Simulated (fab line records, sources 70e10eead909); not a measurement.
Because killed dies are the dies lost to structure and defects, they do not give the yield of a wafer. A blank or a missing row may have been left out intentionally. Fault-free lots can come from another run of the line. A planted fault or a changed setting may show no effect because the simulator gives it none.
One fault through the eyes of 2 desks -- flow nand_harc -- what lay behind the numbers comes last; until then each desk has only its own

THE DEFECT DESK
For each lot, the counts of the inspections along the route, averaged over the sampled wafers that have a number. Any lot whose mean is over 4 standard deviations away from the usual mean is out of limits and marked OUT; that distance is given in the brackets.
Columns: A = raw_defect_count at NHARC_A_CONTACT_INSPECT_71, usual 81
lot,first seen here,A
L291,day 22 07:40,23
L295,day 23 00:41,101
L293,day 23 01:40,23
L294,day 23 10:46,60
L296,day 24 14:09,57
L300,day 26 00:03,400 (+8.6) OUT
L304,day 26 23:59,304 (+6.0) OUT
L302,day 27 04:54,183
L308,day 29 22:22,62
L310,day 30 07:08,104
L312,day 30 13:46,136
L314,day 31 05:22,42
This desk's verdict: out of limits on L300, L304, starting with L300 at day 26 00:03 (raw_defect_count at NHARC_A_CONTACT_INSPECT_71). L291, L295, L293, L294, L296, L302, L308, L310, L312, L314 stayed within limits.

FOR THE TOOL OWNER'S DESK: pecvd-04
The tool's own readings at NHARC_A_CONTACT_DEP_58 (deposits SiON, target thk 90 nm): means of the sampled wafers that have a number, for each lot that ran on this tool. Any lot whose mean is over 4 standard deviations away from the usual mean is out of limits and marked OUT; that distance is given in the brackets.
Columns: A = chamber_pressure_Torr at NHARC_A_CONTACT_DEP_58, usual 3.500 Torr; B = heater_power_w at NHARC_A_CONTACT_DEP_58, usual 742 W; C = showerhead_vpp_V at NHARC_A_CONTACT_DEP_58, usual 1181 V
lot,first seen here,A,B,C
L295,day 22 23:52,3.501,755,1240
L293,day 23 00:50,3.502,811,1240
L300,day 25 23:14,3.501,699,1264
L304,day 26 23:15,3.501,793,1236
L302,day 27 04:03,3.495,769,1242
L308,day 29 21:31,3.493,749,1235
L310,day 30 06:22,3.502,780,1237
This desk's finding: nothing out of limits on any of the 7 lots.

PUT TOGETHER
The defect desk could have raised an alarm at day 26 00:03, on L300, L304.
Nothing out of limits was seen by the tool owner's desk.
The tool owner's desk has L300, L304 on record, within its limits.
All the named lots went through NHARC_A_CONTACT_DEP_58 on pecvd-04.

WHAT HAD BEEN PUT IN BY THE SIMULATOR
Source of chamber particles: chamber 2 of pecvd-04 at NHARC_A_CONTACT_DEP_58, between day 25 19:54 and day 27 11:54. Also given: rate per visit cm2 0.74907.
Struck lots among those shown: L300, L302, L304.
Hours from the fault's start to each desk's first reading out of limits: the defect desk, 4.
